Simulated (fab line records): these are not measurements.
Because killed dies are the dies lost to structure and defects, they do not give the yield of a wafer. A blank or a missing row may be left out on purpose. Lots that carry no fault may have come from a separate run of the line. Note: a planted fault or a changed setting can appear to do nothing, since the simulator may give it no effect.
Matching of chambers || flow n5Finfet || N5_BEOL_M10_ETCH_66 on rieDiel-04 has 4 sister chambers
The step etches SOC in N2/H2, target depth 120 nm, overetch 24 nm, time 180 s. 22 wafers are shown with their chamber, then 11 later ones without.

WAFERS PAIRED WITH THEIR CHAMBERS
{"wafer": "L075.3", "chamber": 2, "showerheadPlenumPTorr (Torr)": 2.46, "drypumpMotorCurrentA (A)": 5.9, "throttleValvePct (%)": 17.90}
{"wafer": "L075.4", "chamber": 3, "showerheadPlenumPTorr (Torr)": 2.68, "drypumpMotorCurrentA (A)": 6.0, "throttleValvePct (%)": 17.73}
{"wafer": "L075.5", "chamber": 3, "showerheadPlenumPTorr (Torr)": 2.68, "drypumpMotorCurrentA (A)": 6.0, "throttleValvePct (%)": 17.72}
{"wafer": "L079.1", "chamber": 1, "showerheadPlenumPTorr (Torr)": 2.49, "drypumpMotorCurrentA (A)": 6.0, "throttleValvePct (%)": 17.73}
{"wafer": "L079.4", "chamber": 2, "showerheadPlenumPTorr (Torr)": 2.46, "drypumpMotorCurrentA (A)": 5.9, "throttleValvePct (%)": 17.92}
{"wafer": "L079.6", "chamber": 1, "showerheadPlenumPTorr (Torr)": 2.49, "drypumpMotorCurrentA (A)": 5.9, "throttleValvePct (%)": 17.74}
{"wafer": "L084.3", "chamber": 0, "showerheadPlenumPTorr (Torr)": 2.48, "drypumpMotorCurrentA (A)": 6.5, "throttleValvePct (%)": 17.54}
{"wafer": "L084.5", "chamber": 3, "showerheadPlenumPTorr (Torr)": 2.68, "drypumpMotorCurrentA (A)": 6.0, "throttleValvePct (%)": 17.75}
{"wafer": "L084.6", "chamber": 0, "showerheadPlenumPTorr (Torr)": 2.48, "drypumpMotorCurrentA (A)": 6.5, "throttleValvePct (%)": 17.54}
{"wafer": "L087.2", "chamber": 3, "showerheadPlenumPTorr (Torr)": 2.67, "drypumpMotorCurrentA (A)": 6.0, "throttleValvePct (%)": 17.76}
{"wafer": "L087.5", "chamber": 1, "showerheadPlenumPTorr (Torr)": 2.48, "drypumpMotorCurrentA (A)": 6.0, "throttleValvePct (%)": 17.76}
{"wafer": "L087.6", "chamber": 2, "showerheadPlenumPTorr (Torr)": 2.45, "drypumpMotorCurrentA (A)": 5.9, "throttleValvePct (%)": 17.94}
{"wafer": "L088.2", "chamber": 0, "showerheadPlenumPTorr (Torr)": 2.48, "drypumpMotorCurrentA (A)": 6.5, "throttleValvePct (%)": 17.54}
{"wafer": "L088.3", "chamber": 2, "showerheadPlenumPTorr (Torr)": 2.45, "drypumpMotorCurrentA (A)": 5.8, "throttleValvePct (%)": 17.95}
{"wafer": "L088.5", "chamber": 2, "showerheadPlenumPTorr (Torr)": 2.45, "drypumpMotorCurrentA (A)": 5.8, "throttleValvePct (%)": 17.95}
{"wafer": "L091.4", "chamber": 1, "showerheadPlenumPTorr (Torr)": 2.48, "drypumpMotorCurrentA (A)": 5.9, "throttleValvePct (%)": 17.78}
{"wafer": "L091.5", "chamber": 2, "showerheadPlenumPTorr (Torr)": 2.45, "drypumpMotorCurrentA (A)": 5.9, "throttleValvePct (%)": 17.96}
{"wafer": "L091.6", "chamber": 3, "showerheadPlenumPTorr (Torr)": 2.67, "drypumpMotorCurrentA (A)": 6.0, "throttleValvePct (%)": 17.78}
{"wafer": "L089.2", "chamber": 1, "showerheadPlenumPTorr (Torr)": 2.48, "drypumpMotorCurrentA (A)": 5.9, "throttleValvePct (%)": 17.76}
{"wafer": "L089.3", "chamber": 3, "showerheadPlenumPTorr (Torr)": 2.67, "drypumpMotorCurrentA (A)": 6.0, "throttleValvePct (%)": 17.77}
{"wafer": "L089.6", "chamber": 2, "showerheadPlenumPTorr (Torr)": 2.45, "drypumpMotorCurrentA (A)": 5.8, "throttleValvePct (%)": 17.97}
{"wafer": "L092.1", "chamber": 0, "showerheadPlenumPTorr (Torr)": 2.47, "drypumpMotorCurrentA (A)": 6.5, "throttleValvePct (%)": 17.58}

SIGNATURES (averages over the wafers above)
{"reading": "showerheadPlenumPTorr", "chamber 0": 2.4775, "chamber 1": 2.4840, "chamber 2": 2.4529, "chamber 3": 2.6750, "scatter within a chamber": 0.00521}
{"reading": "drypumpMotorCurrentA", "chamber 0": 6.500, "chamber 1": 5.940, "chamber 2": 5.857, "chamber 3": 6.000, "scatter within a chamber": 0.0402}
{"reading": "throttleValvePct", "chamber 0": 17.5500, "chamber 1": 17.7540, "chamber 2": 17.9414, "chamber 3": 17.7517, "scatter within a chamber": 0.0222}
Rule: for each reading, subtract the chamber's mean from the wafer's reading, divide by that reading's scatter and square the result; add these up over the readings and take the root, which gives the wafer's distance from the chamber. The wafer belongs to the nearest chamber; if the next one is less than 2 further off, it can't be placed. The scatter: take each reading less its chamber's mean, square it, sum over the shown wafers, divide by the number of wafers less the number of chambers, and take the root.

WAFERS MISSING THEIR CHAMBER
{"wafer": "L092.4", "showerheadPlenumPTorr (Torr)": 2.45, "drypumpMotorCurrentA (A)": 5.9, "throttleValvePct (%)": 17.96}
{"wafer": "L092.6", "showerheadPlenumPTorr (Torr)": 2.48, "drypumpMotorCurrentA (A)": 5.9, "throttleValvePct (%)": 17.76}
{"wafer": "L093.1", "showerheadPlenumPTorr (Torr)": 2.48, "drypumpMotorCurrentA (A)": 6.0, "throttleValvePct (%)": 17.79}
{"wafer": "L093.4", "showerheadPlenumPTorr (Torr)": 2.67, "drypumpMotorCurrentA (A)": 6.0, "throttleValvePct (%)": 17.79}
{"wafer": "L093.5", "showerheadPlenumPTorr (Torr)": 2.48, "drypumpMotorCurrentA (A)": 6.0, "throttleValvePct (%)": 17.78}
{"wafer": "L095.1", "showerheadPlenumPTorr (Torr)": 2.48, "drypumpMotorCurrentA (A)": 5.9, "throttleValvePct (%)": 17.78}
{"wafer": "L095.3", "showerheadPlenumPTorr (Torr)": 2.45, "drypumpMotorCurrentA (A)": 5.8, "throttleValvePct (%)": 17.97}
{"wafer": "L095.4", "showerheadPlenumPTorr (Torr)": 2.47, "drypumpMotorCurrentA (A)": 6.5, "throttleValvePct (%)": 17.58}
{"wafer": "L096.2", "showerheadPlenumPTorr (Torr)": 2.48, "drypumpMotorCurrentA (A)": 5.9, "throttleValvePct (%)": 17.78}
{"wafer": "L096.3", "showerheadPlenumPTorr (Torr)": 2.47, "drypumpMotorCurrentA (A)": 6.5, "throttleValvePct (%)": 17.56}
{"wafer": "L096.6", "showerheadPlenumPTorr (Torr)": 2.66, "drypumpMotorCurrentA (A)": 6.0, "throttleValvePct (%)": 17.78}

THE CHAMBER EACH PASSED THROUGH
{"wafer": "L092.4", "from the rows above": 2, "in truth": 2}
{"wafer": "L092.6", "from the rows above": 1, "in truth": 1}
{"wafer": "L093.1", "from the rows above": 1, "in truth": 1}
{"wafer": "L093.4", "from the rows above": 3, "in truth": 3}
{"wafer": "L093.5", "from the rows above": 1, "in truth": 1}
{"wafer": "L095.1", "from the rows above": 1, "in truth": 1}
{"wafer": "L095.3", "from the rows above": 2, "in truth": 2}
{"wafer": "L095.4", "from the rows above": 0, "in truth": 0}
{"wafer": "L096.2", "from the rows above": 1, "in truth": 1}
{"wafer": "L096.3", "from the rows above": 0, "in truth": 0}
{"wafer": "L096.6", "from the rows above": 3, "in truth": 3}
Correct placement for 11 of the 11. Not placeable from these rows: 0. 0 placed wrongly.
